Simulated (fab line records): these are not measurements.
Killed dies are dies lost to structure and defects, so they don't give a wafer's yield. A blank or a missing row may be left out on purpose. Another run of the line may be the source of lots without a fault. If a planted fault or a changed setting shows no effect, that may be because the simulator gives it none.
Problem report, 8D (eight disciplines) form, completed by code + flow n5 finfet + the parts of the form that need people (team, actions taken, sign-off) are left out

== 1. PROBLEM STATEMENT ==
Wafers without a fault read 40.00 C, standard deviation 0.11; temp c at N5_BEOL_M4_ETCH_70 reads a mean of 37.23 C on 2 wafers belonging to 2 lots. Relative to the usual mean, that is a shift of -25 standard deviations.
The step: etches SOC in N2/H2, target depth 80 nm, overetch 24 nm, time 130 s.
First seen on wafer L825.3, day 15 21:05, on rie diel-01. The record has a number at this step for 18 wafers belonging to 6 lots. Rule for "out" (also "out of limits"): further than 4 standard deviations from the usual mean. All remaining wafers that have a number are taken as sound.

== 2. WHAT IT IS AND WHAT IT IS NOT ==
| question                    | is                | is not                                                                                          |
|-----------------------------|-------------------|-------------------------------------------------------------------------------------------------|
| which readings at this step | temp c            | drypump motor current A, oes product au, rf vpp V, showerhead plenum p Torr, throttle valve pct |
| which lots                  | L824, L825        | L811, L813, L814, L827                                                                          |
| which wafers of those lots  | L824.2, L825.3    | L824.3, L824.6, L825.5, L825.6                                                                  |
| read on which tools         | rie diel-01       | rie diel-04, rie diel-06                                                                        |
| when                        | from day 15 21:05 | up to then (11 sound wafers); but 5 sound wafers of L824, L827 came after                       |

== 3. THE SUSPECTS, EACH WITH WHAT RULES IT OUT ==
Counting: a tool at a process step up to the reading stays a suspect if it ran every lot that is out. Sound lots after the first of them don't rule it out here, since some wafers of a struck lot are sound.
- rie diel-01 at N5_BEOL_M4_ETCHBACK_99 (etches SiO2 in CHF3, target depth 5 nm, time 10.4 s): kept. Ran every lot that is out, first one L825 (day 15 21:02); last sound lot up to then L811 (day 11 07:16).
- rie diel-01 at N5_BEOL_M4_ETCH_70 (etches SOC in N2/H2, target depth 80 nm, overetch 24 nm, time 130 s): kept. Ran every lot that is out, first one L825 (day 15 21:05); last sound lot up to then L811 (day 11 07:17). Out on those wafers are its own readings of temp c.
- At N5_BEOL_M4_ETCHBACK_99, inside rie diel-01: chamber 1 took the wafers that are out, while their sound lot-mates went through chambers 0, 2, 3.
- At N5_BEOL_M4_ETCH_70, inside rie diel-01: chamber 1 took the wafers that are out, while their sound lot-mates went through chambers 0, 2, 3.
Left after counting: rie diel-01 at N5_BEOL_M4_ETCHBACK_99, rie diel-01 at N5_BEOL_M4_ETCH_70.

== 4. THE CAUSE (what the simulator had put in) ==
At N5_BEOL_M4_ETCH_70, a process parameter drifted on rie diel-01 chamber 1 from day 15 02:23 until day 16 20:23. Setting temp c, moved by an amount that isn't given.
Counting left 2 suspects, and this tool is among them.

== 5. SEQUENCE OF EFFECTS, ordered by route ==
Each row: a reading where the mean over the struck wafers with a number is more than 3 standard deviations away from the usual. Readings are gone through only where the record gives a usual standard deviation; hours: the median, over the lots, of the time from a lot's start at the first step in this table giving one to that lot's start at this step; sigmas: the change measured in usual standard deviations.
| hours | step               | reading | usual   | on struck wafers | change | sigmas |
|-------|--------------------|---------|---------|------------------|--------|--------|
| 0     | N5_BEOL_M4_ETCH_70 | temp c  | 40.00 C | 37.23            | -2.77  | -25    |
The process steps in it:
- N5_BEOL_M4_ETCH_70: etches SOC in N2/H2, target depth 80 nm, overetch 24 nm, time 130 s.
Later measuring or inspecting steps at which every struck wafer that the step has a row for has a number for every such reading, and none has moved that far: N5_BEOL_M4_RC_MEAS_101.

== 6. HOW IT WOULD HAVE BEEN CAUGHT EARLIER ==
First out-of-limits reading in this record: day 15 21:05, which is 19 hours after fault onset at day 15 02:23.
